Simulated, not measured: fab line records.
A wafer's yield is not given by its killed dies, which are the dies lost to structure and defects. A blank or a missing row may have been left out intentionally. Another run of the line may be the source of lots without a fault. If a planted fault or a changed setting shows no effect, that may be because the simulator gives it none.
Struck lot and sound lot, side by side | flow n5Finfet | 15 steps out of a route of 1938
Sound: wafers L924.2, L924.3, L924.4. Wafers L914.1, L914.2, L914.4 were the ones struck. The cause is given at the end.
Per side, at each step with rows, come the tool, then ch with its chambers, and then its first start. Under that, the readings that differ: sound wafers | struck wafers | difference of the means | sigmas: that difference in standard deviations of wafers without a fault.
alike: readings with means less than 2 such deviations apart, plus words and numbers identical on both sides. not compared: withheld readings, readings lacking a value on some wafer, bounds such as >300 that could conceal the same value, and numbers that have no deviation in the record and whose values overlap.
The two part at a step that has a row with sigmas, a row that says differs or no value, or rows on one side only. Numbers that have no deviation but don't overlap get no sigmas and don't part them. Lack of a reading on every wafer of one side parts them only where that side has two or more wafers.

N5_BEOL_M10_CD_MEAS_28: the cd target is 70 nm.
  sound on cdSem-01 ch 0, day 19 10:58; struck on cdSem-01 ch 0, day 16 17:24
  alike: cdNm
N5_BEOL_M10_OVL_MEAS_29:
  sound on overlay-02 ch 0, day 19 10:59; struck on overlay-01 ch 0, day 16 17:26
  alike: V9_OVL
N5_BEOL_M10_INSPECT_30: inspects for defects (brightfield).
  sound on defectInspect-02 at day 19 11:01; struck on defectInspect-01 at day 16 17:27
  alike: rawDefectCount
N5_BEOL_M10_DESCUM_33: chemistry O2, time 7.9 s.
  sound on rieDiel-05 ch 1,2,3, day 19 11:03; struck on rieDiel-04 ch 0,1,3, day 16 17:47
reading             | sound       | struck   | difference | sigmas
rfHoursCounterH (h) | 145 119 123 | 77 24 43 | -81        | 
  alike: drypumpMotorCurrentA, oesProductAu, rfVppV, showerheadPlenumPTorr, throttleValvePct
N5_BEOL_M10_ETCH_65: etches SiARC in CF4, target depth 39 nm, time 65 s.
  sound on rieDiel-05 ch 1,2,3, day 19 11:05; struck on rieDiel-04 ch 0,1,3, day 16 17:49
reading             | sound       | struck   | difference | sigmas
rfHoursCounterH (h) | 145 119 123 | 77 24 43 | -81        | 
  alike: drypumpMotorCurrentA, etchRfOnTimeS, oesProductAu, rfVppV, showerheadPlenumPTorr, throttleValvePct
N5_BEOL_M10_ETCH_66: etches SOC in N2/H2, target depth 120 nm, overetch 24 nm, time 180 s.
  sound on rieDiel-05 ch 1,2,3, day 19 11:08; struck on rieDiel-04 ch 0,1,3, day 16 17:52
reading             | sound       | struck   | difference | sigmas
rfHoursCounterH (h) | 145 119 123 | 77 24 43 | -81        | 
  alike: drypumpMotorCurrentA, h2FlowSccm, oesProductAu, rfVppV, showerheadPlenumPTorr, throttleValvePct
then, 3 steps without rows for these wafers: N5_BEOL_M10_STRIP_69 (strips in N2/H2); N5_BEOL_M10_VIA_ETCH_34 (etches SiCOH lowk in C4F6/O2, target depth 184.5 nm, time 69.2 s); N5_BEOL_M10_STRIP_73 (strips in C4F6/O2).
N5_BEOL_M10_STRIP_36: strips in N2/H2.
  sound on rieDiel-05 ch 1,2,3, day 19 11:19; struck on rieDiel-04 ch 0,1,3, day 16 18:03
reading             | sound       | struck   | difference | sigmas
rfHoursCounterH (h) | 145 119 123 | 78 24 43 | -81        | 
  alike: chamberPressureMTorr, drypumpMotorCurrentA, h2FlowSccm, oesProductAu, rfVppV, showerheadPlenumPTorr, throttleValvePct
then, 1 step without rows for these wafers: N5_BEOL_M10_TRENCH_ETCH_37 (etches SiCOH lowk in C4F6/O2, target depth 148.83 nm, time 48 s).
N5_BEOL_M10_ETCH_41: etches SiCN in CH3F/O2, target depth 42.6 nm, time 86 s.
  sound on rieDiel-05 ch 1,2,3; struck on rieDiel-04 ch 0,1,3
reading             | sound       | struck   | difference | sigmas
rfHoursCounterH (h) | 145 119 123 | 78 24 43 | -81        | 
  alike: drypumpMotorCurrentA, oesProductAu, rfVppV, showerheadPlenumPTorr, throttleValvePct
N5_BEOL_M10_STRIP_77: strips in N2/H2, time 10 s.
  sound on rieDiel-05 ch 1,2,3, day 19 11:28; struck on rieDiel-04 ch 0,1,3, day 16 18:12
reading                      | sound                | struck               | difference | sigmas
chamberPressureMTorr (mTorr) | 20.024 19.992 20.016 | 26.015 26.019 26.025 | +6.009     | +99 or more
rfHoursCounterH (h)          | 146 119 123          | 78 24 43             | -81        | 
  alike: drypumpMotorCurrentA, h2FlowSccm, oesProductAu, rfVppV, showerheadPlenumPTorr, throttleValvePct
N5_BEOL_M10_OCD_MEAS_38:
  sound on ocd-02 at day 19 11:32; struck on ocd-02 at day 16 18:17
  alike: trenchDepthNm
-- here the record skips 2 days between the struck wafers' starts before and after, leaving off in module BEOL_M10 and picking up in module PASSIVATION (first step shown: number 1936 of the route) --
N5_PASSIVATION_PROBE_49:
  sound on prober-02 at day 21 21:23; struck on prober-01 at day 19 01:26
  alike: defectLimitedYield, killed_at_M0_to_M3, killed_at_M4_up, killedAtContacts, killedAtFrontEnd, killedAtOther, killedDies, killedOpen, killedShort, sort_bin_4_leakage, sort_bin_5_function, sort_bin_6_memory, sortNPass, sortYieldPct

## WHERE THEY PART
Only at N5_BEOL_M10_STRIP_77, within this record. Later steps at which nothing parts them and some readings are alike: N5_BEOL_M10_OCD_MEAS_38, N5_PASSIVATION_PROBE_49.

WHY: whatever the simulator had introduced
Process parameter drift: rieDiel-04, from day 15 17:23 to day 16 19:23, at N5_BEOL_M10_STRIP_77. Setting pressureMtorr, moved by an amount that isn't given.
